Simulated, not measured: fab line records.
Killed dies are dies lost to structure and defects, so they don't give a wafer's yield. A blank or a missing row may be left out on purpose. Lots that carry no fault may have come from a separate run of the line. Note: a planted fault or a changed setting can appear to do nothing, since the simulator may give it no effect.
fab line records	flow n5_finfet
record lots=7	wafers=39
route steps=1938 shown PMOS_HMC_CHANNEL_EPI@57 SD_EPI_N@279 HKMG_FIN@406 BEOL_M0_SAQP@663 BEOL_M2@841 BEOL_M3@980
start_h: the number of hours between the record's first day and the start of the first shown wafer of the lot	wait_h: hours elapsed since this lot's preceding step	" as in the row above	L1.1+2: one row covering several wafers at once	- either no value or no given start	* or withheld: withheld	< > ~ a bound
route shown NAME@n: a module of which the file shows steps, and the number in the route of the first	usual: mean/standard deviation taken from wafers without a fault	same: alike in all rows	chamber/n: place in a boat	sites: each site's reading	_std_site: standard deviation across them	_edge_site: outer sites' mean less inner sites'	radius_mm: how far each site lies from the wafer's centre	mask NAME#n: copy n	behind: tool/chamber where the wafer was last shaped	hold: why the lot went on hold/how many hours it stayed there/how the hold came to an end	device: the transistor (n, p or np) that didn't switch	end of line: at the end of the route, the tests of the same wafers	step lacking rows: just its recipe	killed: dies that structure and defects cost at the first sort, which is not the same as the wafer's yield	map: the dies of a wafer, with x for killed, . for not killed, _ for no die there
set.NAME: the setting that was run; set.NAME@STEP: the one run at that earlier step	model.NAME: the simulator's own value behind a step, which no gauge read
one table per step and one row per wafer, for lots whose settings were changed on purpose
## steps
# step N5_PMOS_HMC_CHANNEL_EPI_HM_DEP_34
# recipe material=SiO2	target_thk_a=360	temp_c=400	precursor=TEOS/O2	pressure_torr=6.5	rf_w=900	teos_flow_sccm=161.4	gas=O2	flow_sccm=2650	time_s=6.9
lot.wafer	tool	chamber	start_h	wait_h	set.target_thk_a	model.SiO2_of_PMOS_HMC_CHANNEL_EPI_HM_DEP_34.thk_nm
L074.1	pecvd-02	2	17.01	0.0	464.9	45.3
L074.2	"	1	"	"	360	35.76
L074.3	"	0	"	"	360	35.3
L074.4	"	1	"	"	464.9	47.1
L074.5	"	0	"	"	360	35.83
L074.6	"	2	"	"	464.9	46.33
L086.3	pecvd-03	1	89.69	0.0	360	35.68
L086.5	"	0	"	"	360	36.3
L086.6	"	1	"	"	360	36.25
L089.1	pecvd-02	0	107.05	0.0	360	35.73
L089.2	"	1	"	"	360	35.75
L089.3	"	1	"	"	360	36.26
L089.4	"	0	"	"	360	35.65
L089.5	"	1	"	"	360	35.97
L089.6	"	0	"	"	360	35.85
L090.1	pecvd-01	2	113.42	0.0	360	34.86
L090.2	"	1	"	"	360	35.26
L090.3	"	0	"	"	360	35.4
L090.4	"	1	"	"	360	35.7
L090.5	"	0	"	"	360	35.65
L090.6	"	2	"	"	360	35.69
L092.1	pecvd-03	0	126.00	0.0	360	36.54
L092.2	"	2	"	"	360	36.38
L092.3	"	1	"	"	360	36.16
L092.4	"	2	"	"	218.7	22.55
L092.5	"	0	"	"	218.7	22.4
L092.6	"	1	"	"	218.7	22.66
L093.1	pecvd-02	0	131.27	0.0	503.8	49.89
L093.2	"	1	"	"	503.8	50.35
L093.3	"	2	"	"	360	35.67
L093.4	"	0	"	"	360	36.51
L093.5	"	1	"	"	360	36.54
L093.6	"	2	"	"	503.8	50.86
L097.1	pecvd-03	0	154.72	0.0	360	35.15
L097.2	"	1	"	"	305.4	29.86
L097.3	"	2	"	"	360	35.56
L097.4	"	1	"	"	305.4	30.59
L097.5	"	0	"	"	305.4	30.73
L097.6	"	2	"	"	360	36.19
# step N5_SD_EPI_N_ETCH_16
# recipe chemistry=CHF3/O2	target=SiO2	target_depth_a=50	mask_material=SOC	pressure_mtorr=30	source_w=650	bias_w=170	Ar_flow_sccm=200	CHF3_flow_sccm=50	O2_flow_sccm=5	ion_energy_ev=200
lot.wafer	tool	chamber	start_h	wait_h	set.target_depth_a	model.etch.depth_nm	model.SiARC_of_SD_EPI_N_COAT_33.thk_nm
L074.1	rie_diel-06	2	54.64	0.1	68.56	6.919	11.6
L074.2	"	3	"	"	50	4.99	12.6
L074.3	"	1	"	"	50	4.949	12.8
L074.4	"	2	"	"	50	4.985	12.8
L074.5	"	3	"	"	68.56	6.842	11.4
L074.6	"	1	"	"	68.56	6.831	11.6
L086.3	rie_diel-04	1	125.68	0.1	50	5.083	12.2
L086.5	"	0	"	"	50	5.095	12.2
L086.6	"	1	"	"	50	5.081	12
L089.1	rie_diel-05	3	140.57	0.1	62.34	6.078	12
L089.2	"	0	"	"	50	5.032	12.4
L089.3	"	2	"	"	62.34	6.343	11.4
L089.4	"	1	"	"	50	4.983	12.4
L089.5	"	1	"	"	50	4.998	12.4
L089.6	"	0	"	"	62.34	6.239	11.6
L090.1	rie_diel-06	2	145.68	0.1	35.91	3.627	13.2
L090.2	"	3	"	"	35.91	3.567	13.6
L090.3	"	1	"	"	50	4.95	12.4
L090.4	"	0	"	"	50	4.983	12.6
L090.5	"	1	"	"	50	4.974	12.4
L090.6	"	0	"	"	35.91	3.55	13.4
L092.1	rie_diel-06	2	162.50	0.1	50	5.074	12.4
L092.2	"	3	"	"	50	4.932	12.6
L092.3	"	1	"	"	50	4.994	12.6
L092.4	"	0	"	"	50	4.92	12.8
L092.5	"	2	"	"	50	5.001	12.2
L092.6	"	3	"	"	50	4.965	12.4
L093.1	rie_diel-06	0	165.73	0.1	50	4.905	12.8
L093.2	"	2	"	"	20.14	2.023	14.6
L093.3	"	1	"	"	50	4.976	12.6
L093.4	"	3	"	"	20.14	1.999	14.8
L093.5	"	0	"	"	50	4.933	13
L093.6	"	3	"	"	20.14	2.003	14.8
L097.1	rie_diel-04	2	186.84	0.1	50	5.064	11.8
L097.2	"	3	"	"	73.14	7.47	10.2
L097.3	"	0	"	"	73.14	7.327	10.6
L097.4	"	1	"	"	50	5.091	12
L097.5	"	3	"	"	50	5.114	11.6
L097.6	"	2	"	"	73.14	7.444	10.2
# step N5_HKMG_FIN_ETCH_58
# recipe chemistry=N2/H2	target=SOC	target_depth_a=2158	ion_energy_ev=50	bias_w=13	time_s=741	pressure_mtorr=30	source_w=875	n2_flow_sccm=200	h2_flow_sccm=200
lot.wafer	tool	chamber	start_h	wait_h	set.target_depth_a	model.etch.depth_nm	model.HKMG_FIN.feature_depth_nm	model.SOC_of_HKMG_FIN_COAT_41.thk_nm
L074.1	rie_diel-05	3	77.50	0.0	2158	211	211	89.2
L074.2	"	0	"	"	2158	214.5	214.4	84.8
L074.3	"	2	"	"	1565	154.2	154.2	146
L074.4	"	1	"	"	1565	159.5	159.6	140
L074.5	"	2	"	"	2158	213.6	213.6	86.4
L074.6	"	1	"	"	1565	158.6	158.6	141.4
L086.3	rie_diel-05	3	149.07	0.0	2158	212.3	212.2	89.6
L086.5	"	3	"	"	2158	213	213	88.4
L086.6	"	2	"	"	2158	218.3	218.4	82.8
L089.1	rie_diel-04	0	161.80	0.0	2868	288.8	288.8	12.6
L089.2	"	3	"	"	2868	296.8	296.8	5.2
L089.3	"	1	"	"	2158	219.9	219.8	82.2
L089.4	"	2	"	"	2158	219.2	219.2	82
L089.5	"	1	"	"	2868	292.5	292.4	8.4
L089.6	"	0	"	"	2158	216.8	216.8	84.6
L090.1	rie_diel-06	2	166.95	0.0	2158	219.1	219.2	81
L090.2	"	3	"	"	2158	215.9	215.8	84.2
L090.3	"	1	"	"	2158	213.5	213.6	86.6
L090.4	"	0	"	"	2158	212.7	212.8	87.8
L090.5	"	0	"	"	2158	214.2	214.2	86.8
L090.6	"	3	"	"	2158	215.8	215.8	85
L092.1	rie_diel-06	3	183.99	0.0	3024	299.8	299.8	0
L092.2	"	2	"	"	2158	214.7	214.6	85.2
L092.3	"	0	"	"	2158	214.8	214.8	85
L092.4	"	0	"	"	3024	299.5	299.6	0
L092.5	"	3	"	"	3024	299.6	299.6	0
L092.6	"	2	"	"	2158	216.7	216.8	82.4
L093.1	rie_diel-06	3	189.95	0.0	2158	216.6	216.6	84.6
L093.2	"	1	"	"	2158	216.4	216.4	84.4
L093.3	"	2	"	"	2158	217.8	217.8	82.8
L093.4	"	0	"	"	2158	218.1	218	83.2
L093.5	"	0	"	"	2158	214.8	214.8	86.8
L093.6	"	3	"	"	2158	217.1	217	83.6
L097.1	rie_diel-06	2	209.60	0.0	1653	164.5	164.4	135
L097.2	"	3	"	"	2158	215.3	215.4	84.4
L097.3	"	1	"	"	1653	165.5	165.4	135.4
L097.4	"	0	"	"	2158	214.6	214.6	84.2
L097.5	"	3	"	"	1653	165.2	165.2	134
L097.6	"	2	"	"	2158	216	216	82.8
# step N5_HKMG_FIN_STRIP_93
# recipe chemistry=N2/H2	material=SOC	time_s=20	power_w=500	temp_c=40	pressure_mtorr=50	rf_frequency_hz=6e+07	bias_power_w=8	h2_frac=0.5	n2_flow_sccm=300	h2_flow_sccm=300
lot.wafer	tool	chamber	start_h	wait_h	set.target_depth_a@HKMG_FIN_ETCH_58	model.SOC_of_HKMG_FIN_COAT_41.thk_nm
L074.1	rie_diel-05	3	77.93	0.2	2158	79.2
L074.2	"	0	"	"	2158	74.8
L074.3	"	2	"	"	1565	135.8
L074.4	"	1	"	"	1565	129.6
L074.5	"	2	"	"	2158	76.4
L074.6	"	1	"	"	1565	131.2
L086.3	rie_diel-05	3	149.49	0.2	2158	79.8
L086.5	"	3	"	"	2158	78.6
L086.6	"	2	"	"	2158	72.4
L089.1	rie_diel-04	0	162.23	0.2	2868	2.4
L089.2+5	"	3,1	"	"	2868	0
L089.3	"	1	"	"	2158	71.6
L089.4	"	2	"	"	2158	71.8
L089.6	"	0	"	"	2158	74.6
L090.1	rie_diel-06	2	167.37	0.2	2158	70.8
L090.2	"	3	"	"	2158	74.2
L090.3	"	1	"	"	2158	76.4
L090.4	"	0	"	"	2158	77.6
L090.5	"	0	"	"	2158	76.6
L090.6	"	3	"	"	2158	74.8
L092.1+4+5	rie_diel-06	3,0,3	184.42	0.2	3024	0
L092.2+3	"	2,0	"	"	2158	75
L092.6	"	2	"	"	2158	72.2
L093.1	rie_diel-06	3	190.37	0.2	2158	74.4
L093.2	"	1	"	"	2158	74.2
L093.3	"	2	"	"	2158	72.6
L093.4	"	0	"	"	2158	73
L093.5	"	0	"	"	2158	76.6
L093.6	"	3	"	"	2158	73.2
L097.1	rie_diel-06	2	210.03	0.2	1653	124.8
L097.2	"	3	"	"	2158	74.2
L097.3	"	1	"	"	1653	125.4
L097.4	"	0	"	"	2158	74
L097.5	"	3	"	"	1653	124
L097.6	"	2	"	"	2158	72.6
# step N5_BEOL_M0_SAQP_SPACER1_ALD_98
# recipe material=SiO2	target_thk_a=128	temp_c=300	ald_precursor_family=BDEAS	ald_co_reactant=O2-plasma	pulse_time_s=1	purge_time_s=2	co_reactant_purge_time_s=2	ald_cycles=138	pressure_torr=2
lot.wafer	tool	chamber	start_h	wait_h	set.ald_cycles	model.SiO2_of_BEOL_M0_SAQP_SPACER1_ALD_98.thk_nm
L074.1+2+3+4+5+6	ald_sin-01	2,1,0,3,0,1	114.18	0.3	138	12.8
L086.3+5+6	ald_sin-01	2,1,2	190.80	0.8	138	12.8
L089.1+3+4	ald_sin-04	0,1,3	199.25	0.3	204	19
L089.2+5+6	"	2,1,0	"	"	138	12.8
L090.1+3+4	ald_sin-03	1,2,0	202.72	0.3	138	12.8
L090.2+6	"	3,2	"	"	100	9.2
L090.5	"	1	"	"	100	9.4
L092.1+2+3+6	ald_sin-01	2,1,0,1	220.00	0.8	138	12.8
L092.4+5	"	3,2	"	"	138	13
L093.1+2+4	ald_sin-03	1,3,2	223.47	0.3	138	12.8
L093.3+5+6	"	0,0,3	"	"	63	5.8
L097.1+2+3+4+5	ald_sin-03	3,0,1,2,1	247.51	0.3	138	12.8
L097.6	"	0	"	"	138	12.6
# step N5_BEOL_M0_SAQP_SPACER1_ETCHBACK_99
# recipe chemistry=CHF3/O2	mode=anisotropic_etchback	target=SiO2	target_depth_a=154	time_s=7.7	pressure_mtorr=30	source_w=650	bias_w=170	Ar_flow_sccm=200	CHF3_flow_sccm=50	O2_flow_sccm=5	ion_energy_ev=200
# step N5_BEOL_M0_SAQP_MANDREL1_REMOVE_100
# recipe chemistry=HBr/Cl2/O2	bt_time_s=10	target=a-Si	stop_on=SiNx	endpoint=OES-SiCl	over_etch_frac=0.85	icp_w=600	bias_w=30	HBr_flow_sccm=150	Cl2_flow_sccm=80	O2_flow_sccm=5	pressure_mtorr=10
lot.wafer	tool	chamber	start_h	wait_h	set.ald_cycles@BEOL_M0_SAQP_SPACER1_ALD_98	model.BEOL_M0_SAQP.cd_nm	model.SiO2_of_BEOL_M0_SAQP_SPACER1_ALD_98.thk_nm
L074.1+2+4+6	rie_si-01	1,0,2,2	114.94	0.1	138	12.8	7.4
L074.3	"	3	"	"	138	12.8	7.6
L074.5	"	3	"	"	138	13	7.4
L086.3+6	rie_si-01	3,0	191.36	0.1	138	13	7.4
L086.5	"	1	"	"	138	12.8	7.4
L089.1+3+4	rie_si-02	1,3,1	199.81	0.1	204	19	13.6
L089.2	"	0	"	"	138	13	7.4
L089.5+6	"	0,3	"	"	138	12.8	7.4
L090.1	rie_si-01	2	203.29	0.1	138	12.6	7.4
L090.2	"	0	"	"	100	9.2	4.2
L090.3+4	"	1,3	"	"	138	12.8	7.4
L090.5+6	"	0,1	"	"	100	9.4	4.2
L092.1+2	rie_si-04	1,3	220.57	0.1	138	13	7.4
L092.3+5	"	2,1	"	"	138	13	7.6
L092.4	"	0	"	"	138	12.8	7.6
L092.6	"	2	"	"	138	12.8	7.4
L093.1	rie_si-01	2	224.09	0.1	138	12.8	7.6
L093.2+4	"	1,3	"	"	138	12.8	7.4
L093.3	"	0	"	"	63	5.8	2.6
L093.5+6	"	0,1	"	"	63	6	2.6
L097.1+2+3+4+5+6	rie_si-01	2,1,0,3,0,3	248.07	0.1	138	12.8	7.4
# step N5_BEOL_M0_SAQP_CD_MEAS_25
# recipe target_cd_nm=13.1	landing_energy_ev=1000	detector=se_inlens
# usual cd_nm=12.85/0.21
lot.wafer	tool	chamber	start_h	wait_h	set.ald_cycles@BEOL_M0_SAQP_SPACER1_ALD_98	cd_nm
L074.1	cd_sem-03	0	115.05	0.1	138	12.83
L074.2	"	0	"	"	138	12.84
L074.3	"	0	"	"	138	12.70
L074.4	"	0	"	"	138	12.99
L074.5	"	0	"	"	138	12.83
L074.6	"	0	"	"	138	13.02
L086.3	cd_sem-01	0	191.47	0.1	138	13.12
L086.5	"	0	"	"	138	12.59
L086.6	"	0	"	"	138	12.96
L089.1	cd_sem-03	0	199.93	0.1	204	18.89
L089.2	"	0	"	"	138	13.00
L089.3	"	0	"	"	204	18.99
L089.4	"	0	"	"	204	19.23
L089.5	"	0	"	"	138	12.67
L089.6	"	0	"	"	138	12.52
L090.1	cd_sem-02	0	203.40	0.1	138	13.08
L090.2	"	0	"	"	100	9.16
L090.3	"	0	"	"	138	12.93
L090.4	"	0	"	"	138	12.75
L090.5	"	0	"	"	100	9.37
L090.6	"	0	"	"	100	8.91
L092.1	cd_sem-03	0	220.68	0.1	138	12.96
L092.2	"	0	"	"	138	12.86
L092.3	"	0	"	"	138	13.04
L092.4	"	0	"	"	138	12.53
L092.5	"	0	"	"	138	12.91
L092.6	"	0	"	"	138	12.73
L093.1	cd_sem-03	0	224.20	0.1	138	12.77
L093.2	"	0	"	"	138	12.89
L093.3	"	0	"	"	63	5.71
L093.4	"	0	"	"	138	12.81
L093.5	"	0	"	"	63	5.93
L093.6	"	0	"	"	63	6.11
L097.1	cd_sem-03	0	248.18	0.1	138	12.88
L097.2	"	0	"	"	138	12.51
L097.3	"	0	"	"	138	13.04
L097.4	"	0	"	"	138	13.08
L097.5	"	0	"	"	138	12.94
L097.6	"	0	"	"	138	12.77
# step N5_BEOL_M2_ILD_DEP_00
# recipe material=SiOC	target_thk_a=790	temp_c=350	precursor=DEMS/O2	pressure_torr=5	rf_w=500	time_s=15.3
lot.wafer	tool	chamber	start_h	wait_h	set.time_s	model.SiOC_of_BEOL_M2_ILD_DEP_00.thk_nm
L074.1+2	pecvd-04	2,0	131.84	0.0	15.3	77.6
L074.3	"	1	"	"	22.89	116.4
L074.4	"	0	"	"	22.89	119
L074.5	"	2	"	"	22.89	118.2
L074.6	"	1	"	"	15.3	79.4
L086.3	pecvd-04	1	208.63	0.1	15.3	78
L086.5	"	0	"	"	15.3	79.4
L086.6	"	1	"	"	15.3	79
L090.1	pecvd-04	1	221.65	0.0	15.3	79.6
L090.2	"	0	"	"	15.3	79.2
L090.3+4+6	"	0,1,1	"	"	15.3	80.6
L090.5	"	0	"	"	15.3	80.8
L089.1	pecvd-03	1	222.16	0.0	6.466	34.2
L089.2	"	0	"	"	15.3	79.2
L089.3	"	2	"	"	15.3	78.4
L089.4	"	0	"	"	6.466	33.8
L089.5	"	2	"	"	6.466	35.4
L089.6	"	1	"	"	15.3	79.8
L092.1	pecvd-04	0	240.08	0.0	15.3	79.4
L092.2+5	"	1,0	"	"	15.3	79.2
L092.3	"	2	"	"	15.3	79.6
L092.4+6	"	1,2	"	"	15.3	80.2
L093.1	pecvd-03	2	242.95	0.0	15.3	78
L093.2+5	"	1,0	"	"	15.3	79
L093.3	"	0	"	"	15.3	78.6
L093.4	"	2	"	"	15.3	79.6
L093.6	"	1	"	"	15.3	80.2
L097.1	pecvd-01	0	269.02	0.0	15.3	79
L097.2	"	2	"	"	15.3	78.2
L097.3+5	"	1,0	"	"	15.3	79.4
L097.4	"	1	"	"	15.3	80.8
L097.6	"	2	"	"	15.3	80.4
# step N5_BEOL_M2_THK_MEAS_01
# recipe reads=SiOC_of_BEOL_M2_ILD_DEP_00
# usual M2_ILD_THK=79.2/0.92
lot.wafer	tool	chamber	start_h	wait_h	set.time_s@BEOL_M2_ILD_DEP_00	M2_ILD_THK[nm]
L074.1	film_metro-01	-	131.90	0.0	15.3	77.5
L074.2	"	-	"	"	15.3	77.7
L074.3	"	-	"	"	22.89	116.2
L074.4	"	-	"	"	22.89	119.0
L074.5	"	-	"	"	22.89	118.2
L074.6	"	-	"	"	15.3	79.5
L086.3	film_metro-01	-	208.70	0.1	15.3	77.9
L086.5	"	-	"	"	15.3	79.5
L086.6	"	-	"	"	15.3	79.0
L090.1	film_metro-02	-	221.74	0.1	15.3	79.7
L090.2	"	-	"	"	15.3	79.3
L090.3	"	-	"	"	15.3	80.5
L090.4	"	-	"	"	15.3	80.6
L090.5	"	-	"	"	15.3	80.9
L090.6	"	-	"	"	15.3	80.7
L089.1	film_metro-01	-	222.23	0.0	6.466	34.2
L089.2	"	-	"	"	15.3	79.1
L089.3	"	-	"	"	15.3	78.4
L089.4	"	-	"	"	6.466	33.9
L089.5	"	-	"	"	6.466	35.5
L089.6	"	-	"	"	15.3	79.8
L092.1	film_metro-02	-	240.15	0.0	15.3	79.4
L092.2	"	-	"	"	15.3	79.2
L092.3	"	-	"	"	15.3	79.7
L092.4	"	-	"	"	15.3	80.3
L092.5	"	-	"	"	15.3	79.1
L092.6	"	-	"	"	15.3	80.2
L093.1	film_metro-02	-	243.01	0.0	15.3	77.9
L093.2	"	-	"	"	15.3	79.0
L093.3	"	-	"	"	15.3	78.6
L093.4	"	-	"	"	15.3	79.5
L093.5	"	-	"	"	15.3	79.1
L093.6	"	-	"	"	15.3	80.2
L097.1	film_metro-02	-	269.09	0.0	15.3	78.8
L097.2	"	-	"	"	15.3	78.1
L097.3	"	-	"	"	15.3	79.3
L097.4	"	-	"	"	15.3	80.8
L097.5	"	-	"	"	15.3	79.4
L097.6	"	-	"	"	15.3	80.3
# step N5_BEOL_M3_TRENCH_ETCH_37
# recipe chemistry=C4F6/O2	target_depth_a=555.55	target=SiOC	time_s=29.2	ion_energy_ev=250	pressure_mtorr=30	source_w=355	bias_w=185	Ar_flow_sccm=300	C4F6_flow_sccm=10	O2_flow_sccm=10
lot.wafer	tool	chamber	start_h	wait_h	set.time_s	model.BEOL_M3.feature_depth_nm	model.etch.depth_nm	model.TiN_of_BEOL_M3_HM_DEP_02.thk_nm
L074.1	rie_diel-03	2	-	-	41.11	78	77.92	16.8
L074.2	"	3	"	"	29.2	56.4	56.46	17.6
L074.3	"	1	"	"	41.11	76.6	76.6	16.8
L074.4	"	0	"	"	29.2	54.6	54.62	17.6
L074.5	"	2	"	"	29.2	55.6	55.68	17.4
L074.6	"	1	"	"	41.11	77	76.93	16.6
L086.3	rie_diel-03	3	-	-	29.2	56.6	56.52	17.4
L086.5	"	1	"	"	29.2	54.6	54.58	17.6
L086.6	"	0	"	"	29.2	54.6	54.58	17.4
L089.1	rie_diel-03	1	-	-	29.2	54.4	54.49	17.8
L089.2	"	2	"	"	24.11	45.6	45.55	18.2
L089.3	"	3	"	"	29.2	56.8	56.72	17.8
L089.4	"	0	"	"	24.11	45.4	45.4	18.4
L089.5	"	3	"	"	29.2	56.6	56.51	17.8
L089.6	"	2	"	"	24.11	45.6	45.57	18.2
L090.1	rie_diel-02	3	-	-	41.46	77.4	77.41	16.6
L090.2	"	1	"	"	29.2	56	55.99	17.6
L090.3	"	2	"	"	29.2	56	56.07	17.4
L090.4	"	0	"	"	41.46	78.2	78.11	16.6
L090.5	"	2	"	"	29.2	55.6	55.65	17.4
L090.6	"	1	"	"	41.46	79.4	79.36	16.6
L093.1	rie_diel-02	0	-	-	39.19	74.8	74.79	16.8
L093.2	"	1	"	"	29.2	55.8	55.81	17.4
L093.3	"	2	"	"	39.19	75.2	75.16	16.6
L093.4	"	2	"	"	39.19	74.6	74.63	16.8
L093.5	"	0	"	"	29.2	55.2	55.21	17.6
L093.6	"	1	"	"	29.2	56.2	56.24	17.4
L092.1	rie_diel-02	1	-	-	33.93	65.2	65.21	17.2
L092.2	"	0	"	"	33.93	65.2	65.14	17.2
L092.3	"	2	"	"	29.2	55.6	55.57	17.6
L092.4	"	1	"	"	29.2	56	55.99	17.6
L092.5	"	0	"	"	29.2	55.8	55.89	17.6
L092.6	"	2	"	"	33.93	64.6	64.65	17.2
L097.1	rie_diel-02	0	-	-	41.79	78.8	78.79	16.4
L097.2	"	1	"	"	41.79	80.2	80.22	16.8
L097.3	"	2	"	"	41.79	79.8	79.87	16.8
L097.4	"	3	"	"	29.2	56.2	56.12	17.6
L097.5	"	0	"	"	29.2	55.4	55.34	17.8
L097.6	"	3	"	"	29.2	55.6	55.65	17.6
# step N5_BEOL_M3_ETCH_41
# recipe chemistry=CH3F/O2	target=SiCN	target_depth_a=299	taper_deg=2	time_s=52.5	ion_energy_ev=120	mask_material=TiN	pressure_mtorr=30	source_w=395	bias_w=75	Ar_flow_sccm=150	CH3F_flow_sccm=30	O2_flow_sccm=20
# step N5_BEOL_M3_STRIP_97
# recipe chemistry=N2/H2	time_s=10	power_w=450	temp_c=40	pressure_mtorr=20	rf_frequency_hz=6e+07	bias_power_w=7	n2_flow_sccm=200	h2_flow_sccm=200
# step N5_BEOL_M3_OCD_MEAS_38
# usual trench_depth_nm=55.4/0.79
lot.wafer	tool	chamber	start_h	wait_h	set.time_s@BEOL_M3_TRENCH_ETCH_37	trench_depth_nm
L074.1	ocd-01	-	146.84	-	41.11	77.7
L074.2	"	-	"	"	29.2	56.5
L074.3	"	-	"	"	41.11	76.8
L074.4	"	-	"	"	29.2	55.0
L074.5	"	-	"	"	29.2	56.0
L074.6	"	-	"	"	41.11	77.3
L086.3	ocd-02	-	227.66	-	29.2	56.4
L086.5	"	-	"	"	29.2	54.0
L086.6	"	-	"	"	29.2	54.4
L089.1	ocd-01	-	238.93	-	29.2	54.4
L089.2	"	-	"	"	24.11	45.8
L089.3	"	-	"	"	29.2	56.7
L089.4	"	-	"	"	24.11	44.7
L089.5	"	-	"	"	29.2	56.3
L089.6	"	-	"	"	24.11	45.8
L090.1	ocd-02	-	242.16	-	41.46	77.0
L090.2	"	-	"	"	29.2	55.9
L090.3	"	-	"	"	29.2	55.9
L090.4	"	-	"	"	41.46	78.3
L090.5	"	-	"	"	29.2	55.2
L090.6	"	-	"	"	41.46	79.5
L093.1	ocd-01	-	256.95	-	39.19	74.4
L093.2	"	-	"	"	29.2	55.7
L093.3	"	-	"	"	39.19	74.6
L093.4	"	-	"	"	39.19	74.3
L093.5	"	-	"	"	29.2	55.1
L093.6	"	-	"	"	29.2	56.2
L092.1	ocd-02	-	261.43	-	33.93	65.3
L092.2	"	-	"	"	33.93	65.2
L092.3	"	-	"	"	29.2	55.2
L092.4	"	-	"	"	29.2	56.3
L092.5	"	-	"	"	29.2	56.1
L092.6	"	-	"	"	33.93	64.3
L097.1	ocd-02	-	293.17	-	41.79	78.5
L097.2	"	-	"	"	41.79	80.4
L097.3	"	-	"	"	41.79	80.3
L097.4	"	-	"	"	29.2	56.0
L097.5	"	-	"	"	29.2	55.3
L097.6	"	-	"	"	29.2	55.6
## key
split step=N5_PMOS_HMC_CHANNEL_EPI_HM_DEP_34	setting=target_thk_a	stated=360	by=wafer
response step=N5_PMOS_HMC_CHANNEL_EPI_HM_DEP_34	reading=model.SiO2_of_PMOS_HMC_CHANNEL_EPI_HM_DEP_34.thk_nm	change=+0.355	per=1%	r=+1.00
split step=N5_SD_EPI_N_ETCH_16	setting=target_depth_a	stated=50	by=wafer
response step=N5_SD_EPI_N_ETCH_16	reading=model.etch.depth_nm	change=+0.0497	per=1%	r=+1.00
response step=N5_SD_EPI_N_ETCH_16	reading=model.SiARC_of_SD_EPI_N_COAT_33.thk_nm	change=-0.0321	per=1%	r=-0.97
split step=N5_HKMG_FIN_ETCH_58	setting=target_depth_a	stated=2158	by=wafer
response step=N5_HKMG_FIN_ETCH_58	reading=model.etch.depth_nm	change=+2.13	per=1%	r=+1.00
response step=N5_HKMG_FIN_ETCH_58	reading=model.HKMG_FIN.feature_depth_nm	change=+2.13	per=1%	r=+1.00
response step=N5_HKMG_FIN_ETCH_58	reading=model.SOC_of_HKMG_FIN_COAT_41.thk_nm	change=-2.14	per=1%	r=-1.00
response step=N5_HKMG_FIN_STRIP_93	reading=model.SOC_of_HKMG_FIN_COAT_41.thk_nm	change=-2.02	per=1%	r=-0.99
split step=N5_BEOL_M0_SAQP_SPACER1_ALD_98	setting=ald_cycles	stated=138	by=wafer
response step=N5_BEOL_M0_SAQP_SPACER1_ALD_98	reading=model.SiO2_of_BEOL_M0_SAQP_SPACER1_ALD_98.thk_nm	change=+0.129	per=1%	r=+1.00
response step=N5_BEOL_M0_SAQP_MANDREL1_REMOVE_100	reading=model.BEOL_M0_SAQP.cd_nm	change=+0.127	per=1%	r=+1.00
response step=N5_BEOL_M0_SAQP_MANDREL1_REMOVE_100	reading=model.SiO2_of_BEOL_M0_SAQP_SPACER1_ALD_98.thk_nm	change=+0.108	per=1%	r=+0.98
response step=N5_BEOL_M0_SAQP_CD_MEAS_25	reading=cd_nm	change=+0.13	per=1%	r=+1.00
split step=N5_BEOL_M2_ILD_DEP_00	setting=time_s	stated=15.3	by=wafer
response step=N5_BEOL_M2_ILD_DEP_00	reading=model.SiOC_of_BEOL_M2_ILD_DEP_00.thk_nm	change=+0.785	per=1%	r=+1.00
response step=N5_BEOL_M2_THK_MEAS_01	reading=M2_ILD_THK	change=+0.782	per=1%	r=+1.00
split step=N5_BEOL_M3_TRENCH_ETCH_37	setting=time_s	stated=29.2	by=wafer
response step=N5_BEOL_M3_TRENCH_ETCH_37	reading=model.BEOL_M3.feature_depth_nm	change=+0.547	per=1%	r=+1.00
response step=N5_BEOL_M3_TRENCH_ETCH_37	reading=model.etch.depth_nm	change=+0.546	per=1%	r=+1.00
response step=N5_BEOL_M3_TRENCH_ETCH_37	reading=model.TiN_of_BEOL_M3_HM_DEP_02.thk_nm	change=-0.0216	per=1%	r=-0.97
response step=N5_BEOL_M3_OCD_MEAS_38	reading=trench_depth_nm	change=+0.546	per=1%	r=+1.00
